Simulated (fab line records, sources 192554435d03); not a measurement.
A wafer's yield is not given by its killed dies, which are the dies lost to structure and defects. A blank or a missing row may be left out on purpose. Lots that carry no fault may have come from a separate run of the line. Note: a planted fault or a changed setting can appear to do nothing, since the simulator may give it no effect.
Matching of chambers / flow n5_finfet / pecvd-04 running N5_BEOL_M8_PECVD_70: 3 sister chambers
The step deposits SiO2 from TEOS/O2, target thk 20 nm, time 22.7 s. 20 wafers are shown with their chamber, then 10 later ones without.

WAFERS, EACH WITH ITS CHAMBER
wafer=L075.1; chamber=2; throttle_valve_pct (%)=21.1; showerhead_plenum_p_Torr (Torr)=8.83; heater_power_w (W)=600
wafer=L075.4; chamber=0; throttle_valve_pct (%)=21.1; showerhead_plenum_p_Torr (Torr)=8.78; heater_power_w (W)=730
wafer=L075.6; chamber=2; throttle_valve_pct (%)=21.4; showerhead_plenum_p_Torr (Torr)=8.86; heater_power_w (W)=624
wafer=L080.1; chamber=2; throttle_valve_pct (%)=21.3; showerhead_plenum_p_Torr (Torr)=8.87; heater_power_w (W)=619
wafer=L080.3; chamber=1; throttle_valve_pct (%)=24.1; showerhead_plenum_p_Torr (Torr)=8.72; heater_power_w (W)=647
wafer=L080.4; chamber=1; throttle_valve_pct (%)=24.0; showerhead_plenum_p_Torr (Torr)=8.69; heater_power_w (W)=662
wafer=L079.2; chamber=0; throttle_valve_pct (%)=21.2; showerhead_plenum_p_Torr (Torr)=8.79; heater_power_w (W)=761
wafer=L079.3; chamber=2; throttle_valve_pct (%)=21.2; showerhead_plenum_p_Torr (Torr)=8.85; heater_power_w (W)=652
wafer=L079.5; chamber=2; throttle_valve_pct (%)=21.4; showerhead_plenum_p_Torr (Torr)=8.84; heater_power_w (W)=652
wafer=L081.1; chamber=0; throttle_valve_pct (%)=21.1; showerhead_plenum_p_Torr (Torr)=8.78; heater_power_w (W)=758
wafer=L081.4; chamber=2; throttle_valve_pct (%)=21.3; showerhead_plenum_p_Torr (Torr)=8.85; heater_power_w (W)=657
wafer=L081.6; chamber=1; throttle_valve_pct (%)=23.8; showerhead_plenum_p_Torr (Torr)=8.73; heater_power_w (W)=578
wafer=L083.1; chamber=1; throttle_valve_pct (%)=23.9; showerhead_plenum_p_Torr (Torr)=8.73; heater_power_w (W)=660
wafer=L083.2; chamber=2; throttle_valve_pct (%)=21.3; showerhead_plenum_p_Torr (Torr)=8.85; heater_power_w (W)=723
wafer=L083.3; chamber=0; throttle_valve_pct (%)=21.1; showerhead_plenum_p_Torr (Torr)=8.77; heater_power_w (W)=763
wafer=L084.3; chamber=0; throttle_valve_pct (%)=21.0; showerhead_plenum_p_Torr (Torr)=8.77; heater_power_w (W)=755
wafer=L084.4; chamber=0; throttle_valve_pct (%)=21.2; showerhead_plenum_p_Torr (Torr)=8.77; heater_power_w (W)=779
wafer=L084.6; chamber=1; throttle_valve_pct (%)=23.9; showerhead_plenum_p_Torr (Torr)=8.73; heater_power_w (W)=565
wafer=L091.1; chamber=2; throttle_valve_pct (%)=21.4; showerhead_plenum_p_Torr (Torr)=8.88; heater_power_w (W)=626
wafer=L091.4; chamber=1; throttle_valve_pct (%)=23.9; showerhead_plenum_p_Torr (Torr)=8.71; heater_power_w (W)=674

SIGNATURES (means of the wafers above)
reading=throttle_valve_pct; chamber 0=21.117; chamber 1=23.933; chamber 2=21.300; scatter within a chamber=0.0975
reading=showerhead_plenum_p_Torr; chamber 0=8.7767; chamber 1=8.7183; chamber 2=8.8537; scatter within a chamber=0.0142
reading=heater_power_w; chamber 0=757.67; chamber 1=631.00; chamber 2=644.12; scatter within a chamber=36.1
Rule: a wafer's distance from a chamber is the root of the sum, over the readings, of the square of ((its reading less the chamber's mean) divided by the reading's scatter). The wafer belongs to the nearest chamber; if the next one is less than 2 further off, it can't be placed. The scatter: the root of (the sum of the squares of (reading less its chamber's mean) over the shown wafers, divided by (wafers less chambers)).

WAFERS WHOSE CHAMBER IS MISSING
wafer=L091.6; throttle_valve_pct (%)=21.2; showerhead_plenum_p_Torr (Torr)=8.78; heater_power_w (W)=731
wafer=L088.3; throttle_valve_pct (%)=21.5; showerhead_plenum_p_Torr (Torr)=8.87; heater_power_w (W)=628
wafer=L088.5; throttle_valve_pct (%)=21.3; showerhead_plenum_p_Torr (Torr)=8.88; heater_power_w (W)=638
wafer=L088.6; throttle_valve_pct (%)=24.1; showerhead_plenum_p_Torr (Torr)=8.71; heater_power_w (W)=551
wafer=L092.2; throttle_valve_pct (%)=24.0; showerhead_plenum_p_Torr (Torr)=8.73; heater_power_w (W)=667
wafer=L092.3; throttle_valve_pct (%)=21.3; showerhead_plenum_p_Torr (Torr)=8.86; heater_power_w (W)=611
wafer=L092.6; throttle_valve_pct (%)=24.4; showerhead_plenum_p_Torr (Torr)=8.72; heater_power_w (W)=686
wafer=L096.3; throttle_valve_pct (%)=24.3; showerhead_plenum_p_Torr (Torr)=8.70; heater_power_w (W)=584
wafer=L096.4; throttle_valve_pct (%)=21.5; showerhead_plenum_p_Torr (Torr)=8.78; heater_power_w (W)=710
wafer=L096.5; throttle_valve_pct (%)=21.3; showerhead_plenum_p_Torr (Torr)=8.80; heater_power_w (W)=695

WHICH CHAMBER EACH ONE RAN IN
wafer=L091.6; from the rows above=0; in truth=0
wafer=L088.3; from the rows above=2; in truth=2
wafer=L088.5; from the rows above=2; in truth=2
wafer=L088.6; from the rows above=1; in truth=1
wafer=L092.2; from the rows above=1; in truth=1
wafer=L092.3; from the rows above=2; in truth=2
wafer=L092.6; from the rows above=1; in truth=1
wafer=L096.3; from the rows above=1; in truth=1
wafer=L096.4; from the rows above=can't be placed: 0 or 2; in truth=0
wafer=L096.5; from the rows above=can't be placed: 0 or 2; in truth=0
8 of 10 placed correctly. Cannot be placed on the basis of these rows: 2; the candidates contain the true chamber in 2. 0 placed wrongly.
